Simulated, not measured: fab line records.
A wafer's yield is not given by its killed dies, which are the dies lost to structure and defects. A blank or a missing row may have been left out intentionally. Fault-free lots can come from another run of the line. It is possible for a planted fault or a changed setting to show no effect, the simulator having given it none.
A lot that was struck, set against a sound lot | flow nand_harc | 17 out of 1302 route steps
Sound: wafers L261.3, L261.5, L261.6. Wafers L264.2, L264.3, L264.6 were the ones struck. The cause comes at the end.
Order at every step that has rows: each side's tool, ch and its chambers, its first start. Under that, the readings that differ: sound wafers | struck wafers | difference of the means | sigmas: that difference in standard deviations of wafers without a fault.
alike: a reading whose means differ by less than 2 such deviations, as well as words and numbers matching on both sides. not compared: withheld readings; readings where some wafer has no value; bounds like >300 that might hide an equal value; numbers whose values overlap and for which the record gives no deviation.
A row with sigmas, a row that says differs or no value, or rows on one side alone: a step with any of these is where the two part. Numbers that have no deviation but don't overlap get no sigmas and don't part them. A reading that every wafer of one side lacks parts them only if that side has two wafers or more.

NHARC_P_ZERO_WELL_CD_MEAS_37: the cd target is 720 nm.
  sound on cd_sem-02 ch 0, day 2 13:14; struck on cd_sem-01 ch 0, day 3 16:10
  alike: cd_nm
then, 1 step without rows for these wafers: NHARC_P_ZERO_WELL_HARDBAKE_38 (time 80 s).
NHARC_P_ZERO_WELL_DESCUM_39: chemistry O2, time 3 s.
  sound on rie_diel-01 ch 0,2,3, day 2 13:25; struck on rie_diel-06 ch 1,3, day 3 16:20
  alike: drypump_motor_current_A, oes_product_au, rf_vpp_V, showerhead_plenum_p_Torr, throttle_valve_pct
  not compared: rf_hours_counter_h
then, 9 steps without rows for these wafers: NHARC_P_ZERO_WELL_IMPLANT_40; NHARC_P_ZERO_WELL_IMPLANT_59; NHARC_P_ZERO_WELL_IMPLANT_60; NHARC_P_ZERO_WELL_STRIP_41 (strips in SPM, time 840 s); NHARC_P_ZERO_WELL_DEHYDRATE_44 (time 120 s); NHARC_P_ZERO_WELL_HMDS_45 (time 30 s); NHARC_P_ZERO_WELL_COAT_46; NHARC_P_ZERO_WELL_SOFTBAKE_47 (time 95 s); NHARC_P_ZERO_WELL_EBR_48.
NHARC_P_ZERO_WELL_EXPOSE_49: exposes mask P HVPW, target cd 2000 nm.
  sound on krf_scanner-01 ch 0, day 2 14:44; struck on krf_scanner-03 ch 0, day 3 17:38
  reading | sound                      | struck                        | difference | sigmas
  mask    | P_HVPW#0 P_HVPW#0 P_HVPW#0 | P_NWELL#0 P_NWELL#0 P_NWELL#0 | differs    |
then, 2 steps without rows for these wafers: NHARC_P_ZERO_WELL_PEB_50 (peb time 85 s); NHARC_P_ZERO_WELL_DEVELOP_51 (time 70 s).
NHARC_P_ZERO_WELL_CD_MEAS_52: the cd target is 2000 nm.
  sound on cd_sem-02 ch 0, day 2 14:53; struck on cd_sem-02 ch 0, day 3 17:47
  reading    | sound                | struck | difference                    | sigmas
  cd_nm (nm) | 2002.0 2001.6 2001.0 | - - -  | no value on the struck wafers |
then, 1 step without rows for these wafers: NHARC_P_ZERO_WELL_HARDBAKE_53 (time 80 s).

WHERE THEY PART
Last at NHARC_P_ZERO_WELL_CD_MEAS_52 as far as this record goes, first at NHARC_P_ZERO_WELL_EXPOSE_49.

WHY: what the simulator had put in
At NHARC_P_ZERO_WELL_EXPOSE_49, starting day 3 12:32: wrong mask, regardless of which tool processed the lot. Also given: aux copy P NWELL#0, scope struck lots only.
